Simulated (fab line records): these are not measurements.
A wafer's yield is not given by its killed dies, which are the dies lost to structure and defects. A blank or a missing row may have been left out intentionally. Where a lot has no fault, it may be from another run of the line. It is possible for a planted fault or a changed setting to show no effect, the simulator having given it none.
fab line records | flow nand-harc
[record] lots = 13 | wafers = 39 | last-day = 33
route steps=1302 shown A_CHANNEL_FILL_D1@493 A_DECK1_JOINT@518 A_ONON_D2@545 END@1302
lots that met no fault: taken from a fault-free run of the same line
start-h: hours from the record's opening day to when the first of the lot's shown wafers began | wait-h: hours from the lot's prior step to this one | " same as the row above | L1.1+2: a row that stands for several wafers | - no value present, or no start provided | * or withheld: withheld | < > ~ a bound
route shown NAME@n: NAME is a module with steps in the file, n the number in the route of the first one | usual: mean and standard deviation over wafers with no fault | same: alike in all rows | chamber/n: place in a boat | sites: each site's reading | _std_site: their standard deviation | _edge_site: mean of outer sites minus mean of inner sites | radius-mm: for every site, how far away it sits from the centre of the wafer | mask NAME#n: copy n | behind: the last tool/chamber to shape the wafer | hold: the reason the lot was held/the length of the hold in hours/how it ended | device: transistor that didn't switch, given as n, p or np | end of line: tests of these same wafers at the route's end | where a step has no rows: the recipe by itself | killed: dies that structure and defects cost at the first sort, which is not the same as the wafer's yield | map: a wafer's dies, marking killed ones x, the rest . and places with no die _
set.NAME: setting as actually run; set.NAME@STEP: the setting as run at that earlier step | model.NAME: the simulator's own value behind a step, which no gauge read
one table for each step of the route and one row for each wafer, over a sample of lots
services: a tool's chamber out of use, with start hour (start-h, from the record's first day; less than 0 if before it), hours out, and reason
[[steps]]
[step NHARC_A_CHANNEL_FILL_D1_ALD_03]
[recipe] target-thk-a = 60 | pulse-time-s = 60 | ald-cycles = 58 | temp-c = 630 | pressure-torr = 2 | material = SiNx
[usual] precursor-pulse-height-rel = 1.000/0.02 | susceptor-temp-C = 630.01/0.28
lot.wafer | tool             | chamber | start-h | wait-h | precursor-pulse-height-rel | susceptor-temp-C
L713.4    | ald-sin-batch-02 | 0       | -       | -      | 1.030                      | -
L713.5    | "                | 0       | "       | "      | 0.983                      | -
L713.6    | "                | 0       | "       | "      | 0.985                      | -
L718.1    | ald-sin-batch-01 | 0       | -       | -      | 1.022                      | -
L718.4    | "                | 0       | "       | "      | 1.014                      | -
L718.5    | "                | 0       | "       | "      | 1.026                      | -
L720.2    | ald-sin-batch-01 | 0       | -       | -      | 1.028                      | -
L720.3    | "                | 0       | "       | "      | 0.985                      | -
L720.6    | "                | 0       | "       | "      | 1.008                      | -
L721.1    | ald-sin-batch-01 | 0       | -       | -      | 1.015                      | -
L721.2    | "                | 0       | "       | "      | 0.973                      | -
L721.5    | "                | 0       | "       | "      | 0.981                      | -
L722.1    | ald-sin-batch-03 | 0       | -       | -      | 1.037                      | 630.41
L722.2    | "                | 0       | "       | "      | 1.003                      | 630.05
L722.6    | "                | 0       | "       | "      | 0.999                      | 630.17
L723.3    | ald-sin-batch-01 | 0       | -       | -      | 1.013                      | 630.27
L723.4    | "                | 0       | "       | "      | 1.006                      | 630.07
L723.5    | "                | 0       | "       | "      | 0.979                      | 629.59
L724.1    | ald-sin-batch-03 | 0       | -       | -      | 1.006                      | 629.97
L724.4    | "                | 0       | "       | "      | 1.033                      | 629.84
L724.6    | "                | 0       | "       | "      | 0.976                      | 629.81
L729.1    | ald-sin-batch-03 | 0       | -       | -      | 0.995                      | -
L729.4    | "                | 0       | "       | "      | 0.976                      | -
L729.5    | "                | 0       | "       | "      | 0.987                      | -
L732.1    | ald-sin-batch-01 | 0       | -       | -      | 0.995                      | -
L732.2    | "                | 0       | "       | "      | 1.001                      | -
L732.4    | "                | 0       | "       | "      | 0.978                      | -
L733.1    | ald-sin-batch-01 | 0       | -       | -      | 1.011                      | -
L733.2    | "                | 0       | "       | "      | 1.033                      | -
L733.5    | "                | 0       | "       | "      | 1.025                      | -
L735.2    | ald-sin-batch-03 | 0       | -       | -      | 0.953                      | -
L735.3    | "                | 0       | "       | "      | 0.994                      | -
L735.5    | "                | 0       | "       | "      | 1.014                      | -
L734.2    | ald-sin-batch-02 | 0       | -       | -      | 0.990                      | -
L734.3    | "                | 0       | "       | "      | 1.019                      | -
L734.4    | "                | 0       | "       | "      | 1.013                      | -
L736.1    | ald-sin-batch-01 | 0       | -       | -      | 1.061                      | 629.87
L736.2    | "                | 0       | "       | "      | 0.964                      | 629.60
L736.3    | "                | 0       | "       | "      | 1.013                      | 629.60
[step NHARC_A_DECK1_JOINT_ETCHBACK_07]
[recipe] target-depth-a = 1050 | time-s = 26.9 | hbr-flow-sccm = 150 | rf-w = 350 | icp-w = 350 | bias-w = 60 | chemistry = HBr
[usual] drypump-motor-current-A = 5.6/0.46 | oes-product-au = 1.000/0.013 | throttle-valve-pct = 23.266/0.0098
lot.wafer | tool      | chamber | start-h | wait-h | drypump-motor-current-A | oes-product-au | rf-hours-counter-h | throttle-valve-pct
L713.4    | rie-si-03 | 2       | 254.43  | 0.1    | 5.5                     | 0.997          | 0.9                | 23.270
L713.6    | "         | 3       | "       | "      | 5.1                     | 1.002          | -                  | 23.266
L713.5    | "         | 0       | "       | "      | 5.9                     | 0.973          | -                  | 23.252
L718.1    | rie-si-03 | 1       | 288.17  | 0.1    | 5.0                     | 0.986          | 0.1                | 23.271
L718.5    | "         | 0       | "       | "      | 5.9                     | 1.001          | -                  | 23.269
L718.4    | "         | 1       | "       | "      | 5.0                     | 0.989          | -                  | 23.275
L720.3    | rie-si-03 | 3       | 306.49  | 0.1    | 5.1                     | 0.995          | 0.4                | 23.265
L720.2    | "         | 0       | "       | "      | 6.0                     | 0.985          | 0.4                | 23.261
L720.6    | "         | 3       | "       | "      | 5.1                     | 0.999          | -                  | 23.257
L721.1    | rie-si-04 | 3       | 318.48  | 0.1    | 5.7                     | 1.011          | 1.1                | 23.278
L721.2    | "         | 0       | "       | "      | 5.2                     | 1.003          | 1.1                | 23.255
L721.5    | "         | 0       | "       | "      | 5.2                     | 0.999          | -                  | 23.258
L722.2    | rie-si-03 | 3       | 327.25  | 0.1    | 5.1                     | 1.000          | 0.5                | 23.272
L722.1    | "         | 2       | "       | "      | 5.5                     | 1.015          | 0.0                | 23.278
L722.6    | "         | 3       | "       | "      | 5.1                     | 1.000          | -                  | 23.282
L723.4    | rie-si-03 | 3       | 339.44  | 0.1    | 5.1                     | 0.991          | 0.6                | 23.264
L723.3    | "         | 0       | "       | "      | 6.0                     | 0.976          | 0.6                | 23.262
L723.5    | "         | 3       | "       | "      | 5.1                     | 0.978          | -                  | 23.277
L724.1    | rie-si-03 | 0       | 346.33  | 0.1    | 6.0                     | 0.987          | 0.7                | 23.246
L724.4    | "         | 3       | "       | "      | 5.1                     | 0.997          | 0.7                | 23.272
L724.6    | "         | 1       | "       | "      | 5.0                     | 0.987          | -                  | 23.267
L729.4    | rie-si-01 | 3       | 403.24  | 0.1    | 5.9                     | 0.988          | 0.1                | 23.277
L729.1    | "         | 1       | "       | "      | 6.3                     | 1.015          | 0.1                | 23.256
L729.5    | "         | 0       | "       | "      | 5.7                     | 1.010          | -                  | 23.256
L732.1    | rie-si-04 | 2       | 422.58  | 0.1    | 5.4                     | 0.999          | 0.5                | 23.265
L732.2    | "         | 3       | "       | "      | 5.7                     | 1.011          | 0.5                | 23.266
L732.4    | "         | 1       | "       | "      | 6.4                     | 1.017          | 0.4                | 23.268
L733.1    | rie-si-01 | 1       | 436.50  | 0.1    | 6.3                     | 1.009          | 0.3                | 23.279
L733.2    | "         | 3       | "       | "      | 5.9                     | 1.001          | 0.2                | 23.257
L733.5    | "         | 1       | "       | "      | 6.3                     | 1.007          | -                  | 23.261
L735.2    | rie-si-04 | 3       | 456.42  | 0.1    | 5.7                     | 1.006          | 0.9                | 23.276
L735.3    | "         | 1       | "       | "      | 6.5                     | 1.016          | -                  | 23.269
L735.5    | "         | 1       | "       | "      | 6.5                     | 1.006          | -                  | 23.269
L734.3    | rie-si-01 | 3       | 466.04  | 0.1    | 5.9                     | 0.992          | 0.5                | 23.261
L734.4    | "         | 0       | "       | "      | 5.7                     | 0.996          | 0.5                | 23.268
L734.2    | "         | 1       | "       | "      | 6.3                     | 1.012          | 0.6                | 23.274
L736.1    | rie-si-04 | 1       | 466.06  | 0.1    | 6.4                     | 1.001          | 0.7                | 23.277
L736.3    | "         | 2       | "       | "      | 5.3                     | 0.999          | 0.8                | 23.265
L736.2    | "         | 3       | "       | "      | 5.7                     | 1.013          | 1.0                | 23.260
[step NHARC_A_ONON_D2_DEP_00]
[recipe] target-thk-a = 10000 | n2-flow-sccm = 2750 | n2o-flow-sccm = 2000 | nh3-flow-sccm = 500 | sih4-flow-sccm = 210 | temp-c = 400
[usual] susceptor-temp-C = 400.04/0.2
lot.wafer | tool          | chamber | start-h | wait-h | susceptor-temp-C
L713.4    | pecvd-onon-02 | 0       | 292.86  | 0.2    | 400.16
L713.5    | "             | 0       | "       | "      | 400.14
L713.6    | "             | 0       | "       | "      | 399.73
L718.1    | pecvd-onon-02 | 0       | 322.44  | 0.1    | 400.09
L718.4    | "             | 0       | "       | "      | 399.87
L718.5    | "             | 0       | "       | "      | 399.89
L720.2    | pecvd-onon-01 | 0       | 340.85  | 0.1    | 400.37
L720.3    | "             | 0       | "       | "      | 400.06
L720.6    | "             | 0       | "       | "      | 400.45
L721.1    | pecvd-onon-01 | 0       | 354.62  | 0.1    | 400.21
L721.2    | "             | 0       | "       | "      | 400.44
L721.5    | "             | 0       | "       | "      | 400.30
L722.1    | pecvd-onon-01 | 0       | 360.20  | 0.1    | 400.18
L722.2    | "             | 0       | "       | "      | 400.09
L722.6    | "             | 0       | "       | "      | 400.00
L723.3    | pecvd-onon-01 | 0       | 373.65  | 0.2    | 400.09
L723.4    | "             | 0       | "       | "      | 400.15
L723.5    | "             | 0       | "       | "      | 400.03
L724.1    | pecvd-onon-01 | 0       | 384.59  | 0.1    | 400.01
L724.4    | "             | 0       | "       | "      | 400.14
L724.6    | "             | 0       | "       | "      | 400.06
L729.1    | pecvd-onon-02 | 0       | 435.40  | 0.1    | 400.03
L729.4    | "             | 0       | "       | "      | 400.16
L729.5    | "             | 0       | "       | "      | 400.26
L732.1    | pecvd-onon-02 | 0       | 462.37  | 0.1    | 399.99
L732.2    | "             | 0       | "       | "      | 399.78
L732.4    | "             | 0       | "       | "      | 400.29
L733.1    | pecvd-onon-01 | 0       | 470.26  | 0.1    | 399.88
L733.2    | "             | 0       | "       | "      | 400.10
L733.5    | "             | 0       | "       | "      | 399.63
L735.2    | pecvd-onon-01 | 0       | 491.37  | 0.1    | 399.61
L735.3    | "             | 0       | "       | "      | 400.03
L735.5    | "             | 0       | "       | "      | 399.92
L736.1    | pecvd-onon-01 | 0       | 498.32  | 0.2    | 400.26
L736.2    | "             | 0       | "       | "      | 400.36
L736.3    | "             | 0       | "       | "      | 399.64
L734.2    | pecvd-onon-02 | 0       | 498.36  | 0.4    | 400.10
L734.3    | "             | 0       | "       | "      | 400.27
L734.4    | "             | 0       | "       | "      | 400.06
[step NHARC_A_ONON_D2_THK_MEAS_02]
[recipe] thk-meas-gauge = ellipsometry
[usual] thk-nm = 1002/8.8
lot.wafer | tool          | chamber | start-h | wait-h | thk-nm
L713.4    | film-metro-01 | -       | 293.20  | -      | 1002
L713.5    | "             | -       | "       | "      | 1001
L713.6    | "             | -       | "       | "      | 1001
L718.1    | film-metro-01 | -       | 322.96  | -      | 1015
L718.4    | "             | -       | "       | "      | 1017
L718.5    | "             | -       | "       | "      | 1016
L720.2    | film-metro-01 | -       | 341.30  | -      | 1013
L720.3    | "             | -       | "       | "      | 1013
L720.6    | "             | -       | "       | "      | 1013
L721.1    | film-metro-02 | -       | 355.13  | -      | 1007
L721.2    | "             | -       | "       | "      | 1005
L721.5    | "             | -       | "       | "      | 1004
L722.1    | film-metro-02 | -       | 360.72  | -      | 689
L722.2    | "             | -       | "       | "      | 687
L722.6    | "             | -       | "       | "      | 987
L723.3    | film-metro-01 | -       | 374.04  | -      | 1010
L723.4    | "             | -       | "       | "      | 706
L723.5    | "             | -       | "       | "      | 1007
L724.1    | film-metro-01 | -       | 385.09  | -      | 691
L724.4    | "             | -       | "       | "      | 693
L724.6    | "             | -       | "       | "      | 996
L729.1    | film-metro-01 | -       | 435.91  | -      | 1012
L729.4    | "             | -       | "       | "      | 1014
L729.5    | "             | -       | "       | "      | 1012
L732.1    | film-metro-01 | -       | 462.88  | -      | 990
L732.2    | "             | -       | "       | "      | 988
L732.4    | "             | -       | "       | "      | 988
L733.1    | film-metro-02 | -       | 470.77  | -      | 988
L733.2    | "             | -       | "       | "      | 988
L733.5    | "             | -       | "       | "      | 988
L735.2    | film-metro-02 | -       | 491.82  | -      | 1002
L735.3    | "             | -       | "       | "      | 1001
L735.5    | "             | -       | "       | "      | 1001
L734.2    | film-metro-02 | -       | 498.81  | -      | 1007
L734.3    | "             | -       | "       | "      | 1006
L734.4    | "             | -       | "       | "      | 1007
L736.1    | film-metro-02 | -       | 498.84  | -      | 996
L736.2    | "             | -       | "       | "      | 995
L736.3    | "             | -       | "       | "      | 997
[step NHARC_END_SORT_01]
[recipe] temp-c = 25
[usual] killed-at-array = 52/16 | killed-at-other = 0.8/0.98 | killed-at-periphery = 4.2/2.9 | killed-dies = 57/16 | killed-open = 3.3/1.9 | killed-short = 2.5/1.5
[same] gross-dies = 677
lot.wafer | tool      | chamber | start-h | wait-h | killed-at-array | killed-at-other | killed-at-periphery | killed-dies | killed-open | killed-short
L722.1    | prober-02 | 0       | 640.08  | 2.5    | 671             | 3               | 3                   | 677         | 3           | 3
L722.2    | prober-02 | 0       | 640.88  | 2.8    | 670             | 4               | 3                   | 677         | 1           | 2
L722.6    | prober-02 | 0       | 644.05  | 4.0    | 50              | 4               | 1                   | 55          | 5           | 1
L723.3    | prober-02 | 0       | 664.90  | 3.1    | 56              | 1               | 4                   | 61          | 7           | 2
L723.4    | prober-02 | 0       | 665.70  | 3.4    | 672             | 1               | 4                   | 677         | 1           | 2
L723.5    | prober-02 | 0       | 666.49  | 3.7    | 70              | 2               | 4                   | 76          | 3           | 3
L724.1    | prober-02 | 0       | 671.10  | 2.5    | 666             | 1               | 10                  | 677         | 5           | 4
L724.4    | prober-02 | 0       | 673.50  | 3.4    | 669             | 2               | 6                   | 677         | 0           | 2
L724.6    | prober-02 | 0       | 675.09  | 4.0    | 59              | 1               | 13                  | 73          | 7           | 5
// killed by level:class
L722.1 A_ONON_D2:area-dep=610 A_CHANNEL_HOLE_D2:chamber-film-flake=22 A_CHANNEL_HOLE_D1:chamber-film-flake=20 A_CHANNEL_FILL_D1:chamber-film-flake=3 A_STAIRCASE:chamber-film-flake=3 A_CONTACT:chamber-film-flake=3 THIN_TSV:chamber-film-flake=3 A_WL_FILL:chamber-film-flake=2
L722.2 A_ONON_D2:area-dep=608 A_CHANNEL_HOLE_D1:chamber-film-flake=27 A_CHANNEL_HOLE_D2:chamber-film-flake=16 A_CHANNEL_FILL_D1:chamber-film-flake=4 A_WL_FILL:chamber-film-flake=4 THIN_TSV:chamber-film-flake=4 A_STAIRCASE:chamber-film-flake=3 P_ZERO_WELL:chamber-film-flake=2
L722.6 A_CHANNEL_HOLE_D1:chamber-film-flake=19 A_CHANNEL_HOLE_D2:chamber-film-flake=16 A_STAIRCASE:chamber-film-flake=4 A_CHANNEL_FILL_D1:chamber-film-flake=3 THIN_TSV:chamber-film-flake=3 A_CONTACT:chamber-film-flake=2 P_CONTACT:geometric-particle:open=1 A_ONON_D1:geometric-particle:open=1
L723.3 A_SLIT:chamber-film-flake=18 A_CHANNEL_HOLE_D2:chamber-film-flake=16 A_CONTACT:chamber-film-flake=6 P_CONTACT:chamber-film-flake=3 A_CHANNEL_HOLE_D1:chamber-film-flake=3 A_ONON_D2:geometric-particle:open=2 A_STAIRCASE:chamber-film-flake=2 A_BLC:chamber-film-flake=2
L723.4 A_ONON_D2:area-dep=615 A_SLIT:chamber-film-flake=30 A_CHANNEL_HOLE_D2:chamber-film-flake=12 A_STAIRCASE:chamber-film-flake=4 A_CONTACT:chamber-film-flake=4 P_CONTACT:chamber-film-flake=3 A_CHANNEL_HOLE_D1:chamber-film-flake=2 A_BLC:chamber-film-flake=2
L723.5 A_SLIT:chamber-film-flake=31 A_CHANNEL_HOLE_D2:chamber-film-flake=14 A_CONTACT:chamber-film-flake=9 A_CHANNEL_HOLE_D1:chamber-film-flake=5 A_BLC:chamber-film-flake=4 P_CONTACT:chamber-film-flake=3 A_STAIRCASE:chamber-film-flake=2 P_CONTACT:geometric-particle:short=1
L724.1 A_ONON_D2:area-dep=594 A_SLIT:chamber-film-flake=39 A_CHANNEL_HOLE_D2:chamber-film-flake=13 P_BONDPAD:chamber-film-flake=7 A_CONTACT:chamber-film-flake=4 A_CHANNEL_FILL_D1:geometric-particle:short=3 P_STI:chamber-film-flake=3 A_ONON_D2:geometric-particle:open=2
L724.4 A_ONON_D2:area-dep=615 A_SLIT:chamber-film-flake=20 A_CHANNEL_HOLE_D2:chamber-film-flake=20 P_STI:chamber-film-flake=5 A_CHANNEL_HOLE_D1:chamber-film-flake=4 A_CONTACT:chamber-film-flake=3 A_BLC:chamber-film-flake=2 THIN_TSV:chamber-film-flake=2
L724.6 A_SLIT:chamber-film-flake=34 P_STI:chamber-film-flake=8 A_CHANNEL_HOLE_D2:chamber-film-flake=8 A_SOURCE_PLATE:geometric-particle:open=2 A_STAIRCASE:chamber-film-flake=2 P_M0:geometric-particle:open=1 P_M1:geometric-particle:open=1 A_ONON_D1:geometric-particle:open=1
[[services]]
tool          | chamber | start-h | hours | kind
pecvd-onon-02 | -       | 185.00  | 13.0  | pm
rie-si-01     | -       | 193.00  | 9.0   | pm
rie-si-01     | 3       | 220.03  | 3.4   | repair
rie-si-03     | -       | 238.48  | 0.2   | repair
rie-si-03     | -       | 241.94  | 0.7   | repair
rie-si-03     | -       | 266.98  | 9.0   | pm
pecvd-onon-01 | -       | 269.04  | 13.0  | pm
rie-si-01     | -       | 274.84  | 66.8  | repair
rie-si-04     | 1       | 280.62  | 3.4   | repair
rie-si-03     | 2       | 285.17  | 33.1  | repair
pecvd-onon-02 | -       | 289.69  | 2.5   | repair
rie-si-03     | 3       | 309.40  | 6.4   | repair
rie-si-04     | -       | 342.00  | 9.0   | pm
rie-si-01     | 3       | 359.35  | 6.6   | repair
pecvd-onon-02 | -       | 366.00  | 13.0  | pm
rie-si-03     | 1       | 366.61  | 17.1  | repair
rie-si-01     | -       | 370.00  | 9.0   | pm
rie-si-04     | 1       | 410.39  | 10.1  | repair
rie-si-04     | 2       | 431.46  | 7.9   | repair
rie-si-03     | -       | 443.98  | 9.0   | pm
rie-si-04     | 1       | 444.39  | 5.5   | repair
rie-si-04     | 0       | 449.65  | 8.3   | repair
pecvd-onon-01 | -       | 450.04  | 13.0  | pm
rie-si-04     | 2       | 450.05  | 6.8   | repair
[[key]]
[first-sign] step = NHARC_A_ONON_D2_THK_MEAS_02 | reading = thk-nm | direction = down | sigmas = 35 | usual = 1002 | struck = 693
[effect] step = NHARC_END_SORT_01 | reading = killed-at-array | direction = up | sigmas = 39 | usual = 52 | struck = 670
[more-kills-born-at] NHARC_A_ONON_D2_DEP_00@pecvd-onon-01 = 3042
met-at NHARC_A_ONON_D2_DEP_00
struck-lots L722,L723,L724
struck-wafers L722.1,L722.2,L723.4,L724.1,L724.4
later-rows-left-out L722.1,L722.2,L723.4,L724.1,L724.4
tester-left-out L722,L723,L724
not-acting-at NHARC_A_CHANNEL_FILL_D1_ALD_03,NHARC_A_DECK1_JOINT_ETCHBACK_07
onset-between 354.62 360.20
[fault] kind = process-parameter-drift | tool = pecvd-onon-01 | chamber = - | onset-h = 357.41 | steps = NHARC_A_ONON_D2_DEP_00 | channel = target-thk-a | offset = * | shape = step | end-h = 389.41 | scope = struck-wafers-only | acts-in = * | stated = *
// tester-left-out: of these lots the tester's yield and bins aren't shown, on N5 and GAA mostly nor the transistor test; their killed dies are dies lost to structure and defects alone, not to doping, threshold or leakage, so they don't give the yield
// later-rows-left-out: the simulator's readings of these wafers behind a module that went badly wrong aren't trusted and aren't shown, but for the sort
